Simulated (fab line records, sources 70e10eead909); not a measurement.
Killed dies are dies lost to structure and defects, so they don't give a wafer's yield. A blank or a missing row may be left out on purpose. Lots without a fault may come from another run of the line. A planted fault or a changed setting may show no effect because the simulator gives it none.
Which tool did it? | flow nand_harc | 22 lots, 66 wafers sampled, at 6 steps of a route of 1302

WHAT THE GAUGES READ, wafer by wafer
The record holds no reading of a measuring or inspecting step that can be judged against a usual standard deviation.

WHICH TOOL RAN EACH LOT (tool, then ch and the chambers of the sampled wafers, then the start)
lot  | NHARC_A_BLC_ETCH_17                           | NHARC_A_BLC_STRIP_29               | NHARC_A_M0_STRIP_18                | NHARC_A_M0_PRE_CLEAN_31         | NHARC_A_M1_ETCH_28                            | NHARC_A_M1_DEP_33
L074 | rie_diel-01 ch 0,1,2, day 22 21:33 or earlier | rie_diel-03 ch 1,2,3, day 22 21:33 | rie_diel-09 ch 0,1,3, day 23 00:51 | pecvd-01 ch 0,1, day 23 03:04   | rie_diel-11 ch 1,2,3, day 23 07:24 or earlier | pecvd-04 ch 1,2, day 23 07:24
L076 | rie_diel-03 ch 0,2,3, day 23 05:12 or earlier | rie_diel-05 ch 0,1,3, day 23 05:12 | rie_diel-09 ch 0,1,3, day 23 08:41 | pecvd-04 ch 0,1,2, day 23 10:52 | rie_diel-10 ch 0,2,3, day 23 15:05 or earlier | pecvd-03 ch 1,2, day 23 15:05
L075 | rie_diel-05 ch 0,2, day 23 08:21 or earlier   | rie_diel-03 ch 0,2,3, day 23 08:21 | rie_diel-09 ch 0,2, day 23 11:44   | pecvd-04 ch 0,1,2, day 23 13:56 | rie_diel-11 ch 0,1,2, day 23 18:24 or earlier | pecvd-03 ch 1,2, day 23 18:24
L077 | rie_diel-05 ch 0,1,2, day 23 15:09 or earlier | rie_diel-03 ch 0,1,3, day 23 15:09 | rie_diel-13 ch 1,3, day 23 18:31   | pecvd-04 ch 0,1,2, day 23 20:52 | rie_diel-02 ch 1,3, day 24 01:11 or earlier   | pecvd-04 ch 0,2, day 24 01:11
L079 | rie_diel-05 ch 0,1,2, day 24 02:59 or earlier | rie_diel-01 ch 0,3, day 24 02:59   | rie_diel-09 ch 1,2,3, day 24 06:22 | pecvd-04 ch 0,1,2, day 24 08:31 | rie_diel-11 ch 2,3, day 24 12:40 or earlier   | pecvd-03 ch 1,2, day 24 12:40
L078 | rie_diel-05 ch 1,2,3, day 24 16:08 or earlier | rie_diel-05 ch 1,2, day 24 16:08   | rie_diel-13 ch 1,3, day 24 19:31   | pecvd-04 ch 0,1, day 24 21:42   | rie_diel-10 ch 0,3, day 25 02:02 or earlier   | pecvd-03 ch 0,2, day 25 02:02
L080 | rie_diel-05 ch 0,2, day 24 22:11 or earlier   | rie_diel-05 ch 0,1,3, day 24 22:11 | rie_diel-13 ch 0,1,2, day 25 01:27 | pecvd-04 ch 1,2, day 25 03:38   | rie_diel-02 ch 1,3, day 25 07:55 or earlier   | pecvd-01 ch 0,1, day 25 07:55
L081 | rie_diel-03 ch 0,2, day 24 22:31 or earlier   | rie_diel-05 ch 1,2, day 24 22:31   | rie_diel-08 ch 2,3, day 25 02:18   | pecvd-04 ch 0,1,2, day 25 04:32 | rie_diel-11 ch 0,3, day 25 08:49 or earlier   | pecvd-03 ch 0,1,2, day 25 08:49
L083 | rie_diel-03 ch 2,3, day 26 21:56 or earlier   | rie_diel-05 ch 0,1,2, day 26 21:56 | rie_diel-13 ch 2,3, day 27 01:13   | pecvd-03 ch 0,1, day 27 03:22   | rie_diel-11 ch 1,3, day 27 08:10 or earlier   | pecvd-01 ch 1,2, day 27 08:10
L084 | rie_diel-01 ch 0,2,3, day 27 05:11 or earlier | rie_diel-03 ch 1,2,3, day 27 05:11 | rie_diel-08 ch 1,2,3, day 27 08:28 | pecvd-03 ch 0,1,2, day 27 10:41 | rie_diel-10 ch 0,2,3, day 27 14:55 or earlier | pecvd-01 ch 0,2, day 27 14:55
L085 | rie_diel-05 ch 0,2,3, day 27 08:27 or earlier | rie_diel-03 ch 0,1,2, day 27 08:27 | rie_diel-08 ch 1,2,3, day 27 11:53 | pecvd-03 ch 1,2, day 27 14:00   | rie_diel-10 ch 0,2,3, day 27 18:23 or earlier | pecvd-03 ch 0,2, day 27 18:23
L088 | rie_diel-03 ch 1,2,3, day 27 23:18 or earlier | rie_diel-03 ch 0,2,3, day 27 23:18 | rie_diel-09 ch 0,1,3, day 28 02:34 | pecvd-03 ch 0,2, day 28 04:41   | rie_diel-11 ch 0,2,3, day 28 08:59 or earlier | pecvd-03 ch 1,2, day 28 08:59
L086 | rie_diel-05 ch 1,2, day 28 00:18 or earlier   | rie_diel-03 ch 2,3, day 28 00:18   | rie_diel-13 ch 0,1,2, day 28 04:09 | pecvd-03 ch 0,1,2, day 28 06:19 | rie_diel-02 ch 1,3, day 28 10:37 or earlier   | pecvd-04 ch 0,1,2, day 28 10:37
L089 | rie_diel-01 ch 0,3, day 28 13:14              | rie_diel-05 ch 2,3, day 28 14:34   | rie_diel-08 ch 0,1,3, day 28 18:05 | pecvd-04 ch 0,1, day 28 20:36   | rie_diel-11 ch 2,3, day 29 00:53 or earlier   | pecvd-03 ch 0,2, day 29 00:53
L090 | rie_diel-03 ch 1,3, day 29 21:03 or earlier   | rie_diel-05 ch 0,1,3, day 29 21:03 | rie_diel-09 ch 2,3, day 30 00:23   | pecvd-04 ch 0,1,2, day 30 02:36 | rie_diel-02 ch 0,3, day 30 06:52 or earlier   | pecvd-01 ch 0,2, day 30 06:52
L091 | rie_diel-03 ch 0,2,3, day 30 01:54 or earlier | rie_diel-01 ch 0,1,2, day 30 01:54 | rie_diel-08 ch 0,1,2, day 30 05:20 | pecvd-03 ch 0,2, day 30 07:31   | rie_diel-10 ch 0,1,3, day 30 11:43 or earlier | pecvd-04 ch 0,2, day 30 11:43
L087 | rie_diel-05 ch 0,1,3, day 30 05:40 or earlier | rie_diel-03 ch 0,1,3, day 30 05:40 | rie_diel-13 ch 0,1,3, day 30 09:04 | pecvd-01 ch 0,1,2, day 30 11:14 | rie_diel-02 ch 0,1,2, day 30 15:19 or earlier | pecvd-03 ch 0,1,2, day 30 15:19
L092 | rie_diel-05 ch 0,1,2, day 30 12:56 or earlier | rie_diel-03 ch 0,3, day 30 12:56   | rie_diel-09 ch 2,3, day 30 16:19   | pecvd-01 ch 0,2, day 30 18:28   | rie_diel-02 ch 0,1,2, day 30 22:41 or earlier | pecvd-01 ch 1,2, day 30 22:41
L096 | rie_diel-03 ch 1,2,3, day 31 03:37 or earlier | rie_diel-05 ch 0,1,3, day 31 03:37 | rie_diel-09 ch 0,3, day 31 06:59   | pecvd-04 ch 0,2, day 31 09:10   | rie_diel-11 ch 0,2, day 31 13:28 or earlier   | pecvd-04 ch 0,2, day 31 13:28
L094 | rie_diel-03 ch 0,1,3, day 31 06:26 or earlier | rie_diel-01 ch 0,1,3, day 31 06:26 | rie_diel-13 ch 0,1,2, day 31 09:40 | pecvd-01 ch 0,1,2, day 31 11:53 | rie_diel-11 ch 0,1,2, day 31 16:07 or earlier | pecvd-04 ch 0,1,2, day 31 16:07
L095 | rie_diel-03 ch 0,1, day 31 12:53 or earlier   | rie_diel-05 ch 2,3, day 31 12:53   | rie_diel-13 ch 0,2, day 31 16:11   | pecvd-04 ch 1,2, day 31 18:23   | rie_diel-10 ch 2,3, day 31 23:10 or earlier   | pecvd-03 ch 0,1, day 31 23:10
L097 | rie_diel-03 ch 0,1,3, day 32 02:01 or earlier | rie_diel-03 ch 1,2, day 32 02:01   | rie_diel-08 ch 0,1,3, day 32 05:38 | pecvd-04 ch 0,1,2, day 32 08:46 | rie_diel-10 ch 0,1,3, day 32 13:03 or earlier | pecvd-04 ch 1,2, day 32 13:03
- NHARC_A_BLC_ETCH_17: etches the open film in N2/H2, target depth 390 nm, time 609.38 s.
- NHARC_A_BLC_STRIP_29: strips in CF4.
- NHARC_A_M0_STRIP_18: strips in N2/H2.
- NHARC_A_M0_PRE_CLEAN_31: time 12 s.
- NHARC_A_M1_ETCH_28: etches the open film in CF4/N2, target depth 30 nm, time 72.99 s.
- NHARC_A_M1_DEP_33: deposits SiCN, target thk 30 nm.

WHAT THE TOOLS THEMSELVES READ (means of the sampled wafers that have a number; where no wafer has one, the mark that the record gives instead)
NHARC_A_BLC_ETCH_17. Usual: drypump_motor_current_A 5.8 A, standard deviation 0.35; n2_flow_sccm 150.0 sccm, standard deviation 0.45; oes_product_au 1.001 a.u., standard deviation 0.008; rf_vpp_V 431.3 V, standard deviation 2.7; showerhead_plenum_p_Torr 2.07 Torr, standard deviation 0.096; throttle_valve_pct 14.170 %, standard deviation 0.0098.
lot  | tool        | drypump_motor_current_A (A) | n2_flow_sccm (sccm) | oes_product_au (a.u.) | rf_vpp_V (V) | showerhead_plenum_p_Torr (Torr) | throttle_valve_pct (%) | flag
L074 | rie_diel-01 | 5.3                         | 150.1               | 0.989                 | 431.0        | 2.07                            | 14.172                 |
L076 | rie_diel-03 | 6.0                         | 150.0               | 1.012                 | 429.7        | 2.02                            | 14.171                 |
L075 | rie_diel-05 | 5.9                         | 149.8               | 1.005                 | 433.3        | 2.15                            | 14.165                 |
L077 | rie_diel-05 | 5.7                         | 150.2               | 0.994                 | 431.9        | 2.13                            | 14.174                 |
L079 | rie_diel-05 | 5.7                         | 149.9               | 1.002                 | 432.8        | 2.13                            | 14.162                 |
L078 | rie_diel-05 | 5.6                         | 149.6               | 1.004                 | 433.3        | 2.15                            | 14.172                 |
L080 | rie_diel-05 | 5.9                         | 149.9               | 1.000                 | 433.2        | 2.15                            | 14.160                 |
L081 | rie_diel-03 | 5.9                         | 149.8               | 0.997                 | 431.0        | 2.04                            | 14.177                 |
L083 | rie_diel-03 | 6.2                         | 150.5               | 1.010                 | 428.6        | 1.98                            | 14.168                 |
L084 | rie_diel-01 | 5.3                         | 150.2               | 0.998                 | 430.5        | 2.03                            | 14.176                 |
L085 | rie_diel-05 | 5.9                         | 150.3               | 1.002                 | 432.7        | 2.14                            | 14.175                 |
L088 | rie_diel-03 | 6.0                         | 149.3               | 1.003                 | 429.5        | 2.02                            | 14.172                 |
L086 | rie_diel-05 | 5.6                         | 149.9               | 1.008                 | 433.1        | 2.16                            | 14.167                 |
L089 | rie_diel-01 | 5.3                         | 150.3               | 1.007                 | 430.8        | 2.05                            | 14.174                 |
L090 | rie_diel-03 | 6.0                         | 150.2               | 1.010                 | 428.4        | 1.93                            | 14.164                 |
L091 | rie_diel-03 | 6.0                         | 149.8               | 1.002                 | 429.7        | 2.01                            | 14.166                 |
L087 | rie_diel-05 | 5.7                         | 149.6               | 0.996                 | 432.8        | 2.11                            | 14.169                 |
L092 | rie_diel-05 | 5.8                         | 149.7               | 1.003                 | 432.9        | 2.13                            | 14.173                 |
L096 | rie_diel-03 | 6.1                         | 150.0               | 1.002                 | 429.4        | 2.02                            | 14.164                 |
L094 | rie_diel-03 | 5.9                         | 150.3               | 1.004                 | 428.9        | 1.96                            | 14.166                 |
L095 | rie_diel-03 | 5.8                         | 150.2               | 1.004                 | 429.3        | 1.99                            | 14.173                 |
L097 | rie_diel-03 | 5.9                         | 150.4               | 1.008                 | 428.3        | 1.96                            | 14.172                 |

NHARC_A_BLC_STRIP_29. Usual: drypump_motor_current_A 5.8 A, standard deviation 0.35; oes_product_au 1.002 a.u., standard deviation 0.0087; rf_vpp_V 59.4 V, standard deviation 0.87; showerhead_plenum_p_Torr 1.79 Torr, standard deviation 0.074; throttle_valve_pct 13.285 %, standard deviation 0.01.
lot  | tool        | drypump_motor_current_A (A) | oes_product_au (a.u.) | rf_vpp_V (V) | showerhead_plenum_p_Torr (Torr) | throttle_valve_pct (%) | flag
L074 | rie_diel-03 | 6.0                         | 1.003                 | 59.6         | 1.76                            | 13.286                 |
L076 | rie_diel-05 | 5.7                         | 1.004                 | 59.5         | 1.83                            | 13.291                 |
L075 | rie_diel-03 | 6.0                         | 1.004                 | 59.1         | 1.75                            | 13.286                 |
L077 | rie_diel-03 | 5.8                         | 1.017                 | 58.5         | 1.71                            | 13.289                 |
L079 | rie_diel-01 | 5.3                         | 1.009                 | 60.3         | 1.78                            | 13.276                 |
L078 | rie_diel-05 | 5.5                         | 0.996                 | 59.8         | 1.85                            | 13.276                 |
L080 | rie_diel-05 | 5.7                         | 1.006                 | 60.1         | 1.83                            | 13.285                 |
L081 | rie_diel-05 | 5.5                         | 1.003                 | 60.3         | 1.85                            | 13.277                 |
L083 | rie_diel-05 | 5.8                         | 0.991                 | 58.8         | 1.84                            | 13.287                 |
L084 | rie_diel-03 | 6.0                         | 1.000                 | 59.6         | 1.76                            | 13.288                 |
L085 | rie_diel-03 | 5.9                         | 0.995                 | 59.6         | 1.78                            | 13.282                 |
L088 | rie_diel-03 | 6.0                         | 1.004                 | 59.1         | 1.75                            | 13.293                 |
L086 | rie_diel-03 | 6.2                         | 1.006                 | 58.2         | 1.79                            | 13.276                 |
L089 | rie_diel-05 | 5.7                         | 1.010                 | 60.1         | 1.86                            | 13.290                 |
L090 | rie_diel-05 | 5.7                         | 0.991                 | 60.1         | 1.83                            | 13.276                 |
L091 | rie_diel-01 | 5.3                         | 0.990                 | 58.9         | 1.78                            | 13.285                 |
L087 | rie_diel-03 | 5.9                         | 1.005                 | 59.1         | 1.71                            | 13.281                 |
L092 | rie_diel-03 | 6.0                         | 1.016                 | 59.3         | 1.67                            | 13.278                 |
L096 | rie_diel-05 | 5.7                         | 0.994                 | 59.7         | 1.83                            | 13.291                 |
L094 | rie_diel-01 | 5.3                         | 0.999                 | 60.1         | 1.79                            | 13.299                 |
L095 | rie_diel-05 | 5.7                         | 1.004                 | 59.5         | 1.86                            | 13.285                 |
L097 | rie_diel-03 | 6.1                         | 1.005                 | 59.8         | 1.82                            | 13.279                 |

NHARC_A_M0_STRIP_18. Usual: drypump_motor_current_A 5.7 A, standard deviation 0.48; n2_flow_sccm 150.0 sccm, standard deviation 0.46; oes_product_au 0.998 a.u., standard deviation 0.0069; rf_vpp_V 90.7 V, standard deviation 0.95; showerhead_plenum_p_Torr 2.04 Torr, standard deviation 0.07; throttle_valve_pct 14.172 %, standard deviation 0.0079.
lot  | tool        | drypump_motor_current_A (A) | n2_flow_sccm (sccm) | oes_product_au (a.u.) | rf_vpp_V (V) | showerhead_plenum_p_Torr (Torr) | throttle_valve_pct (%) | flag
L074 | rie_diel-09 | 5.7                         | 150.0               | 1.000                 | 90.8         | 2.06                            | 14.178                 |
L076 | rie_diel-09 | 5.7                         | 150.0               | 0.994                 | 91.5         | 2.06                            | 14.172                 |
L075 | rie_diel-09 | 5.1                         | 149.8               | 1.008                 | 91.4         | 2.06                            | 14.174                 |
L077 | rie_diel-13 | 5.3                         | 150.7               | 0.992                 | 89.4         | 1.98                            | 14.177                 |
L079 | rie_diel-09 | 5.8                         | 149.9               | 0.996                 | 90.7         | 2.05                            | 14.170                 |
L078 | rie_diel-13 | 5.4                         | 149.6               | 0.990                 | 90.8         | 1.98                            | 14.170                 |
L080 | rie_diel-13 | 5.6                         | 149.9               | 0.994                 | 89.7         | 1.95                            | 14.172                 |
L081 | rie_diel-08 | 6.0                         | 149.8               | 0.992                 | 91.7         | 2.15                            | 14.165                 |
L083 | rie_diel-13 | 6.3                         | 149.9               | 1.005                 | 90.5         | 2.01                            | 14.170                 |
L084 | rie_diel-08 | 5.9                         | 149.8               | 0.997                 | 90.9         | 2.14                            | 14.177                 |
L085 | rie_diel-08 | 5.8                         | 150.1               | 1.003                 | 91.5         | 2.13                            | 14.182                 |
L088 | rie_diel-09 | 5.7                         | 150.2               | 0.991                 | 90.9         | 2.06                            | 14.164                 |
L086 | rie_diel-13 | 5.6                         | 149.3               | 0.996                 | 89.9         | 1.95                            | 14.178                 |
L089 | rie_diel-08 | 5.9                         | 150.1               | 0.990                 | 91.0         | 2.12                            | 14.171                 |
L090 | rie_diel-09 | 5.7                         | 150.2               | 1.005                 | 90.9         | 2.03                            | 14.172                 |
L091 | rie_diel-08 | 5.7                         | 149.8               | 0.997                 | 91.1         | 2.10                            | 14.174                 |
L087 | rie_diel-13 | 5.6                         | 150.1               | 0.998                 | 90.9         | 1.99                            | 14.173                 |
L092 | rie_diel-09 | 5.6                         | 149.9               | 1.003                 | 90.4         | 2.03                            | 14.175                 |
L096 | rie_diel-09 | 5.6                         | 150.2               | 1.003                 | 91.2         | 2.04                            | 14.170                 |
L094 | rie_diel-13 | 5.6                         | 149.9               | 0.996                 | 89.9         | 1.95                            | 14.175                 |
L095 | rie_diel-13 | 6.1                         | 150.1               | 0.997                 | 90.1         | 1.95                            | 14.175                 |
L097 | rie_diel-08 | 5.9                         | 149.7               | 0.998                 | 91.7         | 2.12                            | 14.184                 |

NHARC_A_M0_PRE_CLEAN_31. Usual: heater_power_outer_w 367 W, standard deviation 44; heater_power_w 620 W, standard deviation 60.
lot  | tool     | heater_power_outer_w (W) | heater_power_w (W) | flag
L074 | pecvd-01 | 395                      | 623                |
L076 | pecvd-04 | 338                      | 576                |
L075 | pecvd-04 | 340                      | 575                |
L077 | pecvd-04 | 335                      | 570                |
L079 | pecvd-04 | 368                      | 617                |
L078 | pecvd-04 | 313                      | 555                |
L080 | pecvd-04 | 341                      | 572                |
L081 | pecvd-04 | 326                      | 559                |
L083 | pecvd-03 | 394                      | 665                |
L084 | pecvd-03 | 383                      | 669                |
L085 | pecvd-03 | 339                      | 602                |
L088 | pecvd-03 | 373                      | 641                |
L086 | pecvd-03 | 403                      | 684                |
L089 | pecvd-04 | 341                      | 583                |
L090 | pecvd-04 | 333                      | 566                |
L091 | pecvd-03 | 419                      | 710                |
L087 | pecvd-01 | 415                      | 666                |
L092 | pecvd-01 | 438                      | 685                |
L096 | pecvd-04 | 331                      | 566                |
L094 | pecvd-01 | 413                      | 655                |
L095 | pecvd-04 | 351                      | 584                |
L097 | pecvd-04 | 339                      | 587                |

NHARC_A_M1_ETCH_28. Usual: drypump_motor_current_A 5.8 A, standard deviation 0.5; n2_flow_sccm 100.0 sccm, standard deviation 0.3; oes_product_au 1.003 a.u., standard deviation 0.0072; rf_vpp_V 314.3 V, standard deviation 2.1; showerhead_plenum_p_Torr 2.63 Torr, standard deviation 0.11; throttle_valve_pct 19.794 %, standard deviation 0.01.
lot  | tool        | drypump_motor_current_A (A) | n2_flow_sccm (sccm) | oes_product_au (a.u.) | rf_vpp_V (V) | showerhead_plenum_p_Torr (Torr) | throttle_valve_pct (%) | flag
L074 | rie_diel-11 | 5.5                         | 100.0               | 1.001                 | 315.0        | 2.65                            | 19.797                 |
L076 | rie_diel-10 | 5.9                         | 100.0               | 0.993                 | 315.0        | 2.64                            | 19.797                 |
L075 | rie_diel-11 | 6.1                         | 100.0               | 1.003                 | 313.8        | 2.59                            | 19.801                 |
L077 | rie_diel-02 | 5.8                         | 99.9                | 0.995                 | 313.5        | 2.61                            | 19.791                 |
L079 | rie_diel-11 | 5.8                         | 100.0               | 1.000                 | 316.1        | 2.72                            | 19.796                 |
L078 | rie_diel-10 | 6.1                         | 100.1               | 1.003                 | 316.2        | 2.73                            | 19.789                 |
L080 | rie_diel-02 | 5.9                         | 100.4               | 1.003                 | 313.0        | 2.53                            | 19.801                 |
L081 | rie_diel-11 | 5.5                         | 100.2               | 1.004                 | 315.2        | 2.69                            | 19.793                 |
L083 | rie_diel-11 | 5.2                         | 100.0               | 0.998                 | 313.6        | 2.58                            | 19.794                 |
L084 | rie_diel-10 | 5.9                         | 99.6                | 1.002                 | 314.7        | 2.64                            | 19.794                 |
L085 | rie_diel-10 | 5.9                         | 100.0               | 1.001                 | 314.1        | 2.64                            | 19.800                 |
L088 | rie_diel-11 | 6.0                         | 100.0               | 1.009                 | 315.0        | 2.68                            | 19.786                 |
L086 | rie_diel-02 | 5.9                         | 100.3               | 1.003                 | 313.8        | 2.61                            | 19.782                 |
L089 | rie_diel-11 | 5.4                         | 100.1               | 1.007                 | 315.8        | 2.74                            | 19.791                 |
L090 | rie_diel-02 | 5.7                         | 100.2               | 1.004                 | 315.5        | 2.69                            | 19.799                 |
L091 | rie_diel-10 | 5.8                         | 100.1               | 1.007                 | 315.4        | 2.72                            | 19.793                 |
L087 | rie_diel-02 | 5.6                         | 100.0               | 1.001                 | 312.6        | 2.54                            | 19.791                 |
L092 | rie_diel-02 | 5.6                         | 99.7                | 1.004                 | 312.3        | 2.54                            | 19.803                 |
L096 | rie_diel-11 | 6.5                         | 100.1               | 1.005                 | 314.8        | 2.62                            | 19.796                 |
L094 | rie_diel-11 | 6.1                         | 100.1               | 1.004                 | 313.1        | 2.59                            | 19.799                 |
L095 | rie_diel-10 | 5.8                         | 100.1               | 1.005                 | 313.6        | 2.62                            | 19.804                 |
L097 | rie_diel-10 | 5.8                         | 100.2               | 1.007                 | 315.1        | 2.71                            | 19.801                 |

NHARC_A_M1_DEP_33. Usual: heater_power_outer_w 326 W, standard deviation 42; heater_power_w 567 W, standard deviation 57.
lot  | tool     | heater_power_outer_w (W) | heater_power_w (W) | flag
L074 | pecvd-04 | 327                      | 545                |
L076 | pecvd-03 | 332                      | 606                |
L075 | pecvd-03 | 312                      | 580                |
L077 | pecvd-04 | 272                      | 480                |
L079 | pecvd-03 | 305                      | 571                |
L078 | pecvd-03 | 305                      | 547                |
L080 | pecvd-01 | 358                      | 568                |
L081 | pecvd-03 | 302                      | 543                |
L083 | pecvd-01 | 338                      | 539                |
L084 | pecvd-01 | 372                      | 609                |
L085 | pecvd-03 | 351                      | 617                |
L088 | pecvd-03 | 359                      | 646                |
L086 | pecvd-04 | 294                      | 512                |
L089 | pecvd-03 | 345                      | 625                |
L090 | pecvd-01 | 401                      | 639                |
L091 | pecvd-04 | 285                      | 524                |
L087 | pecvd-03 | 338                      | 601                |
L092 | pecvd-01 | 396                      | 636                |
L096 | pecvd-04 | 286                      | 507                |
L094 | pecvd-04 | 283                      | 511                |
L095 | pecvd-03 | 312                      | 549                |
L097 | pecvd-04 | 279                      | 497                |

THE ANSWER, worked out from the rows above alone
Rule: a lot is off if the mean of its wafers that have a number lies more than 3 standard deviations from the usual mean. A lot without any number at a reading at which 4 lots or more have one is off too. The other lots that the step has rows for count as sound. The gauges are gone through in route order, then the tools' own readings, and for those a lot's mean is taken as printed above. The first step at which some lot is off is used, and at that step the reading that is off furthest; a lot without a number counts as furthest.
No lot is off at any reading shown: from this, nothing can be told.

WHAT THE SIMULATOR HAD PUT IN
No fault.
